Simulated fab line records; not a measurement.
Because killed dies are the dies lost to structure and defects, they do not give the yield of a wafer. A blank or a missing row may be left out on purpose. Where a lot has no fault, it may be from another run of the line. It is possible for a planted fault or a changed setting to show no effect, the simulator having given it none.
Check for tools in common / flow nand_harc / Sample size 14 lots and 42 wafers

== REASON FOR OPENING ==
Flagged at NHARC_P_M0_CD_MEAS_09: reading cd_nm, on 2 of 14 lots. No-fault wafers: 90.0 nm, standard deviation 0.53.
Rule: flag the lot when none of its wafers has a number, or when each of its wafers that has one lies beyond 4 standard deviations from that mean. The other lots count as sound.

lot=L418; measured=day 6 05:33; on=cd_sem-02; cd_nm (nm), wafer by wafer=89.8 89.8 89.4; flag=
lot=L419; measured=day 6 10:07; on=cd_sem-01; cd_nm (nm), wafer by wafer=89.7 89.9 89.3; flag=
lot=L420; measured=day 6 19:25; on=cd_sem-02; cd_nm (nm), wafer by wafer=90.3 91.7 91.5; flag=
lot=L421; measured=day 7 06:07; on=cd_sem-03; cd_nm (nm), wafer by wafer=89.3 90.1 89.4; flag=
lot=L422; measured=day 8 00:11; on=cd_sem-02; cd_nm (nm), wafer by wafer=89.4 89.2 90.0; flag=
lot=L423; measured=day 8 03:17; on=cd_sem-01; cd_nm (nm), wafer by wafer=90.1 89.4 89.9; flag=
lot=L424; measured=day 8 15:28; on=cd_sem-03; cd_nm (nm), wafer by wafer=89.3 90.4 90.3; flag=
lot=L426; measured=day 9 13:54; on=cd_sem-03; cd_nm (nm), wafer by wafer=89.8 91.2 90.2; flag=
lot=L433; measured=day 12 02:13; on=cd_sem-03; cd_nm (nm), wafer by wafer=72.0 72.9 73.0; flag=FLAGGED
lot=L432; measured=day 12 03:11; on=cd_sem-02; cd_nm (nm), wafer by wafer=76.3 76.1 76.0; flag=FLAGGED
lot=L436; measured=day 13 21:49; on=cd_sem-01; cd_nm (nm), wafer by wafer=90.0 89.4 90.2; flag=
lot=L437; measured=day 14 06:32; on=cd_sem-03; cd_nm (nm), wafer by wafer=90.9 89.8 90.5; flag=
lot=L438; measured=day 14 17:50; on=cd_sem-02; cd_nm (nm), wafer by wafer=90.6 89.7 89.4; flag=
lot=L440; measured=day 15 03:23; on=cd_sem-01; cd_nm (nm), wafer by wafer=90.7 89.0 89.7; flag=
On average the flagged lots' numbers are 74.4 nm, which is -15.6 nm against the usual, or -29 standard deviations.

== WHICH TOOL RAN EACH LOT ==
2 process steps preceding the reading are held in the record, out of 1302 steps in the route. Each cell gives the tool, then ch followed by the chambers the sampled wafers passed through, then the start.
lot=L418; flag=; NHARC_P_CONTACT_ETCH_36=rie_diel-11 ch 0,3, day 6 02:32 or earlier; NHARC_P_M0_EXPOSE_06=arfi_scanner-02 ch 0, day 6 05:25
lot=L419; flag=; NHARC_P_CONTACT_ETCH_36=rie_diel-06 ch 0,1, day 6 07:01 or earlier; NHARC_P_M0_EXPOSE_06=arfi_scanner-03 ch 0, day 6 09:58
lot=L420; flag=; NHARC_P_CONTACT_ETCH_36=rie_diel-08 ch 0,1,3, day 6 16:17 or earlier; NHARC_P_M0_EXPOSE_06=arfi_scanner-01 ch 0, day 6 19:16
lot=L421; flag=; NHARC_P_CONTACT_ETCH_36=rie_diel-06 ch 0,3, day 7 02:59 or earlier; NHARC_P_M0_EXPOSE_06=arfi_scanner-02 ch 0, day 7 05:58
lot=L422; flag=; NHARC_P_CONTACT_ETCH_36=rie_diel-06 ch 0,1, day 7 21:11 or earlier; NHARC_P_M0_EXPOSE_06=arfi_scanner-02 ch 0, day 8 00:03
lot=L423; flag=; NHARC_P_CONTACT_ETCH_36=rie_diel-11 ch 0,1,2, day 8 00:10 or earlier; NHARC_P_M0_EXPOSE_06=arfi_scanner-01 ch 0, day 8 03:09
lot=L424; flag=; NHARC_P_CONTACT_ETCH_36=rie_diel-06 ch 0,1, day 8 12:25 or earlier; NHARC_P_M0_EXPOSE_06=arfi_scanner-01 ch 0, day 8 15:20
lot=L426; flag=; NHARC_P_CONTACT_ETCH_36=rie_diel-06 ch 0,2,3, day 9 10:47 or earlier; NHARC_P_M0_EXPOSE_06=arfi_scanner-02 ch 0, day 9 13:46
lot=L433; flag=FLAGGED; NHARC_P_CONTACT_ETCH_36=rie_diel-08 ch 0,1,3, day 11 23:02 or earlier; NHARC_P_M0_EXPOSE_06=arfi_scanner-01 ch 0, day 12 02:05
lot=L432; flag=FLAGGED; NHARC_P_CONTACT_ETCH_36=rie_diel-08 ch 0,1,3, day 12 00:10 or earlier; NHARC_P_M0_EXPOSE_06=arfi_scanner-01 ch 0, day 12 03:03
lot=L436; flag=; NHARC_P_CONTACT_ETCH_36=rie_diel-08 ch 0,2,3, day 13 18:43 or earlier; NHARC_P_M0_EXPOSE_06=arfi_scanner-03 ch 0, day 13 21:40
lot=L437; flag=; NHARC_P_CONTACT_ETCH_36=rie_diel-11 ch 0,3, day 14 03:05 or earlier; NHARC_P_M0_EXPOSE_06=arfi_scanner-02 ch 0, day 14 06:24
lot=L438; flag=; NHARC_P_CONTACT_ETCH_36=rie_diel-11 ch 2,3, day 14 14:29 or earlier; NHARC_P_M0_EXPOSE_06=arfi_scanner-02 ch 0, day 14 17:41
lot=L440; flag=; NHARC_P_CONTACT_ETCH_36=rie_diel-11 ch 0,1,3, day 15 00:17 or earlier; NHARC_P_M0_EXPOSE_06=arfi_scanner-03 ch 0, day 15 03:15
What the steps here do:
- NHARC_P_CONTACT_ETCH_36: etches the open film in N2/H2, target depth 260 nm, time 406.25 s.
- NHARC_P_M0_EXPOSE_06: exposes mask P M0, target cd 90 nm.
- NHARC_P_M0_CD_MEAS_09: target cd 90 nm.

== FLAGGED OVER TOTAL, TOOL BY TOOL (the gauges that took the reading come last) ==
step=NHARC_P_CONTACT_ETCH_36; tool=rie_diel-06; lots run=5; flagged=0; share of the flagged lots=none; sound lots run after its first flagged lot=-
step=NHARC_P_CONTACT_ETCH_36; tool=rie_diel-08; lots run=4; flagged=2; share of the flagged lots=all; sound lots run after its first flagged lot=1 (L436)
step=NHARC_P_CONTACT_ETCH_36; tool=rie_diel-11; lots run=5; flagged=0; share of the flagged lots=none; sound lots run after its first flagged lot=-
step=NHARC_P_M0_EXPOSE_06; tool=arfi_scanner-01; lots run=5; flagged=2; share of the flagged lots=all; sound lots run after its first flagged lot=0
step=NHARC_P_M0_EXPOSE_06; tool=arfi_scanner-02; lots run=6; flagged=0; share of the flagged lots=none; sound lots run after its first flagged lot=-
step=NHARC_P_M0_EXPOSE_06; tool=arfi_scanner-03; lots run=3; flagged=0; share of the flagged lots=none; sound lots run after its first flagged lot=-
step=NHARC_P_M0_CD_MEAS_09; tool=cd_sem-01; lots run=4; flagged=0; share of the flagged lots=none; sound lots run after its first flagged lot=-
step=NHARC_P_M0_CD_MEAS_09; tool=cd_sem-02; lots run=5; flagged=1; share of the flagged lots=some; sound lots run after its first flagged lot=1 (L438)
step=NHARC_P_M0_CD_MEAS_09; tool=cd_sem-03; lots run=5; flagged=1; share of the flagged lots=some; sound lots run after its first flagged lot=1 (L437)
NHARC_P_CONTACT_ETCH_36: start missing for some lots; hours and lot order therefore follow NHARC_P_CONTACT_CD_MEAS_19.

== WHAT THE TABLE ALLOWS ==
Every flagged lot went through 2 rows of the table: rie_diel-08 at NHARC_P_CONTACT_ETCH_36 and arfi_scanner-01 at NHARC_P_M0_EXPOSE_06.
- rie_diel-08 at NHARC_P_CONTACT_ETCH_36: 2 of its 4 lots flagged. Sound lots ran on it after the first flagged one (L436), which a lasting fault on the whole tool wouldn't allow.
- arfi_scanner-01 at NHARC_P_M0_EXPOSE_06: 2 of its 5 lots flagged. Its last sound lot is L424 (day 8 15:20), its first flagged lot L433 (day 12 02:05): a fault that began between those two fits. Its own readings (exposure_dose_mJ_cm2) fall more than 4 standard deviations out on all wafers of the flagged lots.
Left over: one tool, arfi_scanner-01 at NHARC_P_M0_EXPOSE_06.

== WHAT HAD BEEN PUT IN BY THE SIMULATOR ==
Process parameter drift: arfi_scanner-01, from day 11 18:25 on, at NHARC_P_M0_EXPOSE_06. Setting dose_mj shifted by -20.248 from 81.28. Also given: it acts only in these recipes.
Lots struck among those shown: L433, L432. This agrees with what the rule above found.
